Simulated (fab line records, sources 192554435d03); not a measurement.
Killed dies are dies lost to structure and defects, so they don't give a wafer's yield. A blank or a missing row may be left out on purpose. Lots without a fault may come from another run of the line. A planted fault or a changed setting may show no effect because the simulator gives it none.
Chamber matching | flow n5_finfet | N5_BEOL_M0_ETCH_138 on rie_diel-01: 4 sister chambers
The step etches SiCN in CH3F/O2, target depth 12 nm, time 31.6 s. 16 wafers are shown with their chamber, then 8 later ones without.

WAFERS WITH THEIR CHAMBER
wafer  | chamber | showerhead_plenum_p_Torr (Torr) | drypump_motor_current_A (A) | throttle_valve_pct (%)
L075.1 | 3       | 2.02                            | 5.7                         | 16.58
L075.4 | 1       | 2.14                            | 5.7                         | 16.44
L075.6 | 3       | 2.02                            | 5.7                         | 16.57
L079.1 | 2       | 2.01                            | 5.2                         | 15.87
L079.2 | 0       | 1.87                            | 6.0                         | 16.52
L079.3 | 1       | 2.13                            | 5.7                         | 16.46
L083.1 | 3       | 2.02                            | 5.7                         | 16.61
L083.3 | 1       | 2.13                            | 5.7                         | 16.48
L083.4 | 0       | 1.87                            | 6.1                         | 16.53
L084.1 | 1       | 2.13                            | 5.7                         | 16.49
L084.4 | 3       | 2.02                            | 5.7                         | 16.60
L084.6 | 1       | 2.13                            | 5.7                         | 16.49
L087.2 | 1       | 2.13                            | 5.7                         | 16.50
L087.3 | 3       | 2.02                            | 5.7                         | 16.64
L087.4 | 3       | 2.02                            | 5.7                         | 16.65
L089.2 | 1       | 2.13                            | 5.7                         | 16.49

SIGNATURES (means of the wafers above)
reading                  | chamber 0 | chamber 1 | chamber 2 | chamber 3 | scatter within a chamber
showerhead_plenum_p_Torr | 1.8700    | 2.1314    | 2.0100    | 2.0200    | 0.00267
drypump_motor_current_A  | 6.050     | 5.700     | 5.200     | 5.700     | 0.0204
throttle_valve_pct       | 16.5250   | 16.4786   | 15.8700   | 16.6083   | 0.0255
Rule: a wafer's distance from a chamber is the root of the sum, over the readings, of the square of ((its reading less the chamber's mean) divided by the reading's scatter). The wafer belongs to the nearest chamber; if the next one is less than 2 further off, it can't be placed. The scatter: the root of (the sum of the squares of (reading less its chamber's mean) over the shown wafers, divided by (wafers less chambers)).

WAFERS WITHOUT THEIR CHAMBER
wafer  | showerhead_plenum_p_Torr (Torr) | drypump_motor_current_A (A) | throttle_valve_pct (%)
L089.4 | 2.01                            | 5.2                         | 15.94
L089.5 | 2.01                            | 5.7                         | 16.65
L091.1 | 2.11                            | 6.0                         | 16.00
L091.5 | 2.12                            | 5.7                         | 16.52
L091.6 | 2.00                            | 5.2                         | 15.92
L092.1 | 2.00                            | 5.2                         | 15.94
L092.3 | 2.01                            | 5.7                         | 16.65
L092.4 | 2.12                            | 5.7                         | 16.52

WHICH CHAMBER EACH WENT THROUGH
wafer  | from the rows above | in truth
L089.4 | 2                   | 2
L089.5 | 3                   | 3
L091.1 | 1                   | 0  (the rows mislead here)
L091.5 | 1                   | 1
L091.6 | 2                   | 2
L092.1 | 2                   | 2
L092.3 | 3                   | 3
L092.4 | 1                   | 1
Placed correctly: 7 of 8. Can't be placed from these rows: 0. Placed wrongly: 1.
